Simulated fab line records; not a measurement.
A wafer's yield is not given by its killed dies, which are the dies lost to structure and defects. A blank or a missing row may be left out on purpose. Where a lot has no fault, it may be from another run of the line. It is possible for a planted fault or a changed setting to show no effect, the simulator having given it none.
fab line records -- flow nandHarc
record: lots: 13, wafers: 39, lastDay: 25
route steps=1159 shown A_STAIRCASE@667 A_BONDPAD@1087 THIN_TSV@1153 END@1158
lots with no fault: from the same line, run without faults
startH: hours from the record's first day to the start of the lot's first wafer shown -- waitH: hours from the lot's prior step to this one -- " identical to the entry in the row above -- L1.1+2: a single row standing in for several wafers -- - value missing, or start not given -- * or withheld: withheld -- < > ~ a bound
route shown NAME@n: names a module that has steps shown in the file, with the first one's number in the route -- usual: the fault-free wafers' mean and standard deviation -- same: alike in all rows -- chamber/n: place in a boat -- sites: the reading at each site -- _std_site: the standard deviation of these -- _edge_site: the outer-site mean with the inner-site mean subtracted -- radiusMm: how far each site lies from the wafer's centre -- mask NAME#n: copy n -- behind: the last tool/chamber to shape the wafer -- hold: reason for holding the lot/hours on hold/outcome of the hold -- device: which transistor (n, p or np) failed to switch -- end of line: tests of these same wafers at the route's end -- a step with no rows: only its recipe -- killed: the dies lost at the first sort to structure and to defects; this is not the yield of the wafer -- map: the dies of a wafer, with x for killed, . for not killed, _ for no die there
set.NAME: the setting the step ran with; set.NAME@STEP: the setting that earlier step ran with -- model.NAME: the simulator's own value behind a step, which no gauge read
a sample of lots followed through the steps of the route, with each step as a table and each wafer as a row
services: when a tool's chamber went out of use (startH, in hours from the record's first day, below 0 if earlier), for how many hours, and the reason
== steps ==
step: NHARC_A_STAIRCASE_STRIP_461
recipe: o2FlowSccm: 400, cosFlowSccm: 20, arFlowSccm: 0, biasW: 0, chemistry: O2/COS
lot.wafer,tool,chamber,startH,waitH
L297.4+3+6,rieDiel-05,"1,2,1",259.93,-
L298.4+1+2,rieDiel-05,"2,3,0",262.01,-
L299.1+3+2,rieDiel-05,"1,2,3",266.49,-
L296.2+5+6,rieDiel-05,"3,3,0",272.28,-
L300.4+2+6,rieDiel-09,"0,1,0",279.72,-
L303.4+3+6,rieDiel-13,"0,1,0",304.52,-
L305.4+5+6,rieDiel-05,"3,2,3",308.22,-
L310.1+6+5,rieDiel-09,"0,1,2",325.46,-
L309.3+4+5,rieDiel-05,"1,3,0",338.85,-
L314.1+5+6,rieDiel-05,"3,3,0",354.46,-
L316.3+4+5,rieDiel-05,"3,1,0",370.24,-
L317.2+1+5,rieDiel-05,"1,3,1",377.86,-
L318.1+3+2,rieDiel-09,"1,2,3",385.21,-
step: NHARC_A_BONDPAD_ANNEAL_28
recipe: tempC: 225, timeS: 90
usual: wafer_temp_C_max: 226.1/0.34
lot.wafer,tool,chamber,startH,waitH,wafer_temp_C_max
L298.1,rtpAnneal-01,0,409.57,-,225.8
L298.2,rtpAnneal-01,0,409.57,-,226.1
L298.4,rtpAnneal-01,0,409.57,-,225.7
L297.3,rtpAnneal-01,0,412.98,0.3,225.6
L297.4,rtpAnneal-01,0,412.98,0.3,225.5
L297.6,rtpAnneal-01,0,412.98,0.3,225.6
L299.1,rtpAnneal-01,0,422.63,0.3,225.9
L299.2,rtpAnneal-01,0,422.63,0.3,225.8
L299.3,rtpAnneal-01,0,422.63,0.3,226.1
L296.2,rtpAnneal-02,0,423.31,-,226.1
L296.5,rtpAnneal-02,0,423.31,-,226.5
L296.6,rtpAnneal-02,0,423.31,-,226.5
L300.2,rtpAnneal-02,0,424.33,-,225.9
L300.4,rtpAnneal-02,0,424.33,-,226.0
L300.6,rtpAnneal-02,0,424.33,-,226.6
L303.3,rtpAnneal-01,0,456.53,0.3,226.0
L303.4,rtpAnneal-01,0,456.53,0.3,225.9
L303.6,rtpAnneal-01,0,456.53,0.3,226.0
L305.4,rtpAnneal-01,0,472.91,0.3,225.8
L305.5,rtpAnneal-01,0,472.91,0.3,225.8
L305.6,rtpAnneal-01,0,472.91,0.3,225.8
L310.1,rtpAnneal-02,0,478.61,0.3,227.2
L310.5,rtpAnneal-02,0,478.61,0.3,226.5
L310.6,rtpAnneal-02,0,478.61,0.3,226.1
L309.3,rtpAnneal-01,0,503.20,0.3,226.2
L309.4,rtpAnneal-01,0,503.20,0.3,226.0
L309.5,rtpAnneal-01,0,503.20,0.3,225.6
L314.1,rtpAnneal-01,0,508.99,0.3,225.8
L314.5,rtpAnneal-01,0,508.99,0.3,225.7
L314.6,rtpAnneal-01,0,508.99,0.3,226.1
L317.1,rtpAnneal-01,0,530.42,-,226.0
L317.2,rtpAnneal-01,0,530.42,-,226.4
L317.5,rtpAnneal-01,0,530.42,-,226.1
L316.3,rtpAnneal-02,0,532.33,0.3,226.4
L316.4,rtpAnneal-02,0,532.33,0.3,226.1
L316.5,rtpAnneal-02,0,532.33,0.3,225.7
L318.1,rtpAnneal-02,0,542.23,0.3,226.2
L318.2,rtpAnneal-02,0,542.23,0.3,226.5
L318.3,rtpAnneal-02,0,542.23,0.3,226.0
step: NHARC_THIN_TSV_STRIP_56
recipe: powerW: 1500, tempC: 250, chemistry: O2
usual: drypumpMotorCurrentA: 6.0/0.33, heaterPowerW: 328/22
lot.wafer,tool,chamber,startH,waitH,drypumpMotorCurrentA,heaterPowerW,rfHoursCounterH
L298.1,plasmaAsher-02,0,430.38,0.1,5.4,293,14
L298.2,plasmaAsher-02,1,430.38,0.1,5.9,342,14
L298.4,plasmaAsher-02,1,430.38,0.1,5.9,343,-
L297.3,plasmaAsher-01,0,431.60,0.2,6.4,348,-
L297.4,plasmaAsher-01,1,431.60,0.2,5.9,330,-
L297.6,plasmaAsher-01,1,431.60,0.2,5.9,332,-
L299.2,plasmaAsher-01,1,443.70,0.1,5.9,332,66
L299.1,plasmaAsher-01,0,443.70,0.1,6.4,342,66
L299.3,plasmaAsher-01,1,443.70,0.1,5.9,341,-
L296.2,plasmaAsher-01,0,444.97,0.1,6.4,340,66
L296.6,plasmaAsher-01,0,444.97,0.1,6.4,332,-
L296.5,plasmaAsher-01,1,444.97,0.1,5.8,337,-
L300.2,plasmaAsher-01,0,445.91,0.1,6.4,335,67
L300.4,plasmaAsher-01,0,445.91,0.1,6.4,337,-
L300.6,plasmaAsher-01,1,445.91,0.1,5.9,326,-
L303.3,plasmaAsher-01,1,478.27,0.2,5.9,334,-
L303.4,plasmaAsher-01,0,478.27,0.2,6.4,345,-
L303.6,plasmaAsher-01,0,478.27,0.2,6.4,350,-
L305.4,plasmaAsher-02,0,495.10,0.2,5.4,289,-
L305.5,plasmaAsher-02,0,495.10,0.2,5.4,288,-
L305.6,plasmaAsher-02,1,495.10,0.2,5.9,327,-
L310.1,plasmaAsher-02,0,500.74,0.2,5.4,284,40
L310.5,plasmaAsher-02,0,500.74,0.2,5.4,282,-
L310.6,plasmaAsher-02,1,500.74,0.2,6.0,338,-
L314.1,plasmaAsher-02,1,527.01,0.1,6.0,337,49
L314.5,plasmaAsher-02,0,527.01,0.1,5.4,288,-
L314.6,plasmaAsher-02,1,527.01,0.1,6.0,334,-
L309.3,plasmaAsher-01,1,528.77,0.2,5.9,330,-
L309.4,plasmaAsher-01,0,528.77,0.2,6.4,357,-
L309.5,plasmaAsher-01,0,528.77,0.2,6.4,354,-
L317.2,plasmaAsher-01,0,550.55,0.1,6.4,345,29
L317.1,plasmaAsher-01,1,550.55,0.1,5.8,329,29
L317.5,plasmaAsher-01,0,550.55,0.1,6.4,347,-
L316.3,plasmaAsher-01,0,552.30,0.5,6.4,353,-
L316.4,plasmaAsher-01,1,552.30,0.5,5.9,327,-
L316.5,plasmaAsher-01,0,552.30,0.5,6.4,350,-
L318.2,plasmaAsher-01,0,562.36,0.3,6.4,356,37
L318.1,plasmaAsher-01,1,562.36,0.3,5.9,324,37
L318.3,plasmaAsher-01,0,562.36,0.3,6.4,341,-
step: NHARC_END_WLT_00
usual: VT_DECK1_BOTTOM: 0.869/0.0078, VT_DECK1_BOTTOM_INNER: 0.869/0.0075, VT_DECK1_MEDIAN_NEAR_BOTTOM: 0.870/0.0075, VT_DECK1_MEDIAN_NEAR_BOTTOM_INNER: 0.870/0.0072, VT_DECK1_MIDDLE: 0.881/0.0072, VT_DECK1_MIDDLE_INNER: 0.881/0.0072, VT_DECK1_TOP: 0.893/0.0075, VT_DECK1_TOP_INNER: 0.893/0.0073
lot.wafer,tool,chamber,startH,waitH,VT_DECK1_BOTTOM,VT_DECK1_BOTTOM_INNER,VT_DECK1_MEDIAN_NEAR_BOTTOM,VT_DECK1_MEDIAN_NEAR_BOTTOM_INNER,VT_DECK1_MIDDLE,VT_DECK1_MIDDLE_INNER,VT_DECK1_TOP,VT_DECK1_TOP_INNER
L298.1,prober-02,-,436.67,1.0,0.863,0.874,0.867,0.868,0.879,0.874,0.895,0.899
L298.2,prober-02,-,436.67,1.0,0.866,0.869,0.862,0.868,0.881,0.878,0.900,0.893
L298.4,prober-02,-,438.21,2.6,0.860,0.862,0.871,0.865,0.883,0.878,0.893,0.892
L297.3,prober-01,-,437.70,2.1,0.862,0.858,0.863,0.864,0.871,0.867,0.882,0.885
L297.4,prober-01,-,437.70,2.1,0.857,0.859,0.858,0.874,0.871,0.871,0.888,0.883
L297.6,prober-01,-,439.21,3.6,0.864,0.856,0.870,0.871,0.864,0.878,0.883,0.878
L296.2,prober-02,-,449.49,0.6,0.874,0.873,0.868,0.863,0.875,0.884,0.886,0.893
L296.5,prober-02,-,451.01,2.1,0.866,0.866,0.873,0.867,0.879,0.872,0.889,0.888
L296.6,prober-02,-,451.01,2.1,0.857,0.860,0.859,0.862,0.878,0.865,0.893,0.897
L299.1,prober-02,-,456.88,7.9,0.897,0.886,0.886,0.891,0.893,0.893,0.906,0.903
L299.2,prober-02,-,456.88,7.9,0.873,0.873,0.879,0.877,0.888,0.888,0.901,0.905
L299.3,prober-02,-,456.88,7.9,0.874,0.881,0.881,0.879,0.892,0.883,0.902,0.909
L300.2,prober-02,-,465.13,16.2,0.864,0.860,0.861,0.864,0.873,0.874,0.889,0.897
L300.4,prober-02,-,465.13,16.2,0.874,0.868,0.879,0.873,0.884,0.880,0.891,0.885
L300.6,prober-02,-,465.13,16.2,0.874,0.875,0.869,0.872,0.884,0.881,0.894,0.884
L303.3,prober-02,-,484.21,1.0,0.876,0.869,0.878,0.866,0.884,0.887,0.904,0.899
L303.4,prober-02,-,484.21,1.0,0.881,0.875,0.877,0.875,0.882,0.877,0.896,0.897
L303.6,prober-02,-,484.21,1.0,0.877,0.874,0.872,0.879,0.885,0.891,0.898,0.902
L305.4,prober-02,-,500.52,1.6,0.873,0.877,0.878,0.881,0.887,0.893,0.905,0.910
L305.5,prober-02,-,500.52,1.6,0.877,0.872,0.877,0.875,0.906,0.890,0.906,0.906
L305.6,prober-02,-,500.52,1.6,0.874,0.881,0.889,0.886,0.895,0.898,0.905,0.907
L310.1,prober-02,-,514.68,8.9,0.872,0.875,0.872,0.864,0.886,0.884,0.898,0.891
L310.5,prober-02,-,516.64,10.9,0.872,0.871,0.870,0.866,0.879,0.887,0.891,0.898
L310.6,prober-02,-,516.64,10.9,0.873,0.878,0.875,0.874,0.888,0.886,0.897,0.895
L314.1,prober-02,-,561.55,30.4,0.871,0.868,0.876,0.877,0.880,0.883,0.902,0.893
L314.5,prober-02,-,563.56,32.4,0.870,0.875,0.868,0.872,0.877,0.877,0.898,0.891
L314.6,prober-02,-,563.56,32.4,0.866,0.871,0.866,0.871,0.885,0.883,0.894,0.896
L309.3,prober-02,-,570.40,39.2,0.870,0.866,0.867,0.862,0.876,0.873,0.891,0.898
L309.4,prober-02,-,570.40,39.2,0.869,0.861,0.867,0.863,0.871,0.879,0.885,0.887
L309.5,prober-02,-,570.40,39.2,0.866,0.869,0.870,0.872,0.885,0.879,0.890,0.889
L317.1,prober-01,-,592.29,36.5,0.883,0.883,0.877,0.880,0.889,0.892,0.886,0.892
L317.2,prober-01,-,592.29,36.5,0.870,0.862,0.865,0.859,0.888,0.881,0.897,0.894
L317.5,prober-01,-,594.28,38.5,0.877,0.877,0.880,0.877,0.883,0.882,0.895,0.892
L316.3,prober-02,-,593.75,38.0,0.870,0.866,0.867,0.863,0.886,0.878,0.898,0.897
L316.4,prober-02,-,593.75,38.0,0.877,0.874,0.868,0.875,0.883,0.880,0.892,0.896
L316.5,prober-02,-,593.75,38.0,0.865,0.876,0.863,0.868,0.882,0.886,0.899,0.900
L318.1,prober-01,-,600.06,32.5,0.854,0.856,0.850,0.861,0.865,0.869,0.874,0.883
L318.2,prober-01,-,600.06,32.5,0.846,0.857,0.855,0.855,0.869,0.875,0.892,0.884
L318.3,prober-01,-,600.06,32.5,0.855,0.870,0.872,0.865,0.873,0.872,0.885,0.876
step: NHARC_END_SORT_01
recipe: tempC: 25
usual: killedAtArray: 28/9.1, killedAtOther: 0.6/0.87, killedAtPeriphery: 3.4/2.7, killedDies: 32/9, killedOpen: 3.2/1.9, killedShort: 2.0/1.3
same: grossDies: 677
lot.wafer,tool,chamber,startH,waitH,killedAtArray,killedAtOther,killedAtPeriphery,killedDies,killedOpen,killedShort
L314.1,prober-02,0,564.57,2.5,88,0,4,92,7,1
L314.5,prober-02,0,567.79,3.7,86,1,3,90,3,3
L314.6,prober-02,0,568.59,4.0,137,0,2,139,5,0
L317.1,prober-01,0,595.27,2.5,67,1,2,70,2,1
L317.2,prober-01,0,596.07,2.8,89,2,1,92,5,2
L317.5,prober-01,0,598.47,3.7,85,0,4,89,3,3
L316.3,prober-02,0,597.37,3.1,79,1,3,83,2,1
L316.4,prober-02,0,598.17,3.4,92,0,2,94,1,3
L316.5,prober-02,0,598.97,3.7,118,0,2,120,1,1
killed by level:class
L314.1 A_STAIRCASE:unspecified=53 A_SLIT:chamberFilmFlake=21 A_CHANNEL_HOLE_D1:chamberFilmFlake=9 P_GATE:geometricParticle:open=1 P_M0:geometricParticle:open=1 P_M0:geometricParticle:short=1 P_M1:geometricParticle:open=1 A_ONON_D1:geometricParticle:open=1
L314.5 A_STAIRCASE:unspecified=52 A_CHANNEL_HOLE_D1:chamberFilmFlake=14 A_SLIT:chamberFilmFlake=13 P_M0:geometricParticle:short=1 P_M1:geometricParticle:short=1 A_ONON_D1:geometricParticle:open=1 A_CHANNEL_HOLE_D1:geometricParticle:open=1 A_CHANNEL_FILL_D1:geometricParticle:open=1
L314.6 A_STAIRCASE:unspecified=101 A_SLIT:chamberFilmFlake=18 A_CHANNEL_FILL_D1:chamberFilmFlake=6 A_CHANNEL_HOLE_D1:chamberFilmFlake=4 A_ZERO_WELL:chamberFilmFlake=3 A_CONTACT:geometricParticle:open=2 P_GATE:geometricParticle:open=1 P_M0:geometricParticle:open=1
L317.1 A_STAIRCASE:unspecified=53 A_CHANNEL_HOLE_D1:chamberFilmFlake=11 P_M0:geometricParticle:open=1 A_BLC:geometricParticle:open=1 A_M0:geometricParticle:short=1 P_STI:chamberFilmFlake=1 A_STAIRCASE:chamberFilmFlake=1 THIN_TSV:chamberFilmFlake=1
L317.2 A_STAIRCASE:unspecified=71 A_CHANNEL_HOLE_D1:chamberFilmFlake=8 A_CONTACT:geometricParticle:open=3 A_STAIRCASE:chamberFilmFlake=2 THIN_TSV:chamberFilmFlake=2 A_SOURCE_PLATE:geometricParticle:short=1 A_SOURCE_PLATE:geometricParticle:open=1 A_ONON_D1:geometricParticle:short=1
L316.3 A_STAIRCASE:unspecified=55 A_CONTACT:chamberFilmFlake=9 A_CHANNEL_HOLE_D1:chamberFilmFlake=9 P_BONDPAD:chamberFilmFlake=2 A_CHANNEL_FILL_D1:chamberFilmFlake=2 A_ONON_D1:geometricParticle:short=1 A_WL_FILL:geometricParticle:open=1 P_GATE:chamberFilmFlake=1
L316.4 A_STAIRCASE:unspecified=70 A_CHANNEL_HOLE_D1:chamberFilmFlake=13 A_CONTACT:chamberFilmFlake=5 P_M0:geometricParticle:short=1 P_M1:geometricParticle:short=1 A_ONON_D1:geometricParticle:open=1 A_ONON_D1:geometricParticle:short=1 A_CHANNEL_FILL_D1:chamberFilmFlake=1
L317.5 A_STAIRCASE:unspecified=70 A_CHANNEL_HOLE_D1:chamberFilmFlake=6 P_STI:chamberFilmFlake=2 A_STAIRCASE:chamberFilmFlake=2 A_CONTACT:chamberFilmFlake=2 P_CONTACT:geometricParticle:short=1 P_M0:geometricParticle:open=1 A_ONON_D1:geometricParticle:short=1
L316.5 A_STAIRCASE:unspecified=97 A_CHANNEL_HOLE_D1:chamberFilmFlake=11 A_CONTACT:chamberFilmFlake=4 A_CHANNEL_FILL_D1:chamberFilmFlake=3 P_GATE:chamberFilmFlake=2 A_CHANNEL_FILL_D1:geometricParticle:short=1 A_CONTACT:geometricParticle:open=1 A_BLC:chamberFilmFlake=1
== services ==
tool,chamber,startH,hours,kind
rieDiel-05,0,246.26,-,clean
rieDiel-05,1,246.26,-,clean
rieDiel-05,2,246.26,-,clean
rieDiel-09,-,254.22,9.0,pm
rieDiel-13,-,276.17,9.0,pm
plasmaAsher-01,-,276.42,9.0,pm
rtpAnneal-02,-,300.24,12.0,pm
rieDiel-05,-,340.63,9.0,pm
plasmaAsher-02,-,349.56,30.3,repair
rieDiel-09,0,353.62,40.8,repair
rieDiel-09,2,354.77,10.6,repair
rieDiel-09,2,366.19,2.7,repair
plasmaAsher-02,-,379.91,9.0,pm
rieDiel-05,0,384.98,7.7,repair
rieDiel-05,3,385.22,1.5,repair
rieDiel-09,-,431.95,9.0,pm
rieDiel-13,0,441.82,5.4,repair
rieDiel-05,-,444.68,0.8,repair
rieDiel-13,-,453.17,9.0,pm
plasmaAsher-01,-,453.60,9.0,pm
rieDiel-05,0,477.88,3.8,repair
rieDiel-05,-,517.66,9.0,pm
plasmaAsher-02,-,547.92,8.2,repair
plasmaAsher-02,-,556.91,9.0,pm
== key ==
firstSign: step: NHARC_END_SORT_01, reading: killedAtArray, direction: up, sigmas: 7.3, usual: 28, struck: 93
effect: step: NHARC_END_SORT_01, reading: killedDies, direction: up, sigmas: 7.2, usual: 32, struck: 97
moreKillsBornAt: NHARC_A_STAIRCASE_STRIP_461@rieDiel-05: 618
metAt NHARC_A_STAIRCASE_STRIP_461
struckLots L314,L316,L317
testerLeftOut L314,L316,L317
notActingAt NHARC_A_BONDPAD_ANNEAL_28,NHARC_THIN_TSV_STRIP_56,NHARC_END_WLT_00
onsetBetween 338.85 354.46
fault: kind: chamberParticleSource, tool: rieDiel-05, chamber: -, onsetH: 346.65, steps: NHARC_A_STAIRCASE_STRIP_461, ratePerVisitCm2: 1.7219, endH: 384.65
testerLeftOut: of these lots the tester's yield and bins aren't shown, on N5 and GAA mostly nor the transistor test; their killed dies are dies lost to structure and defects alone, not to doping, threshold or leakage, so they don't give the yield
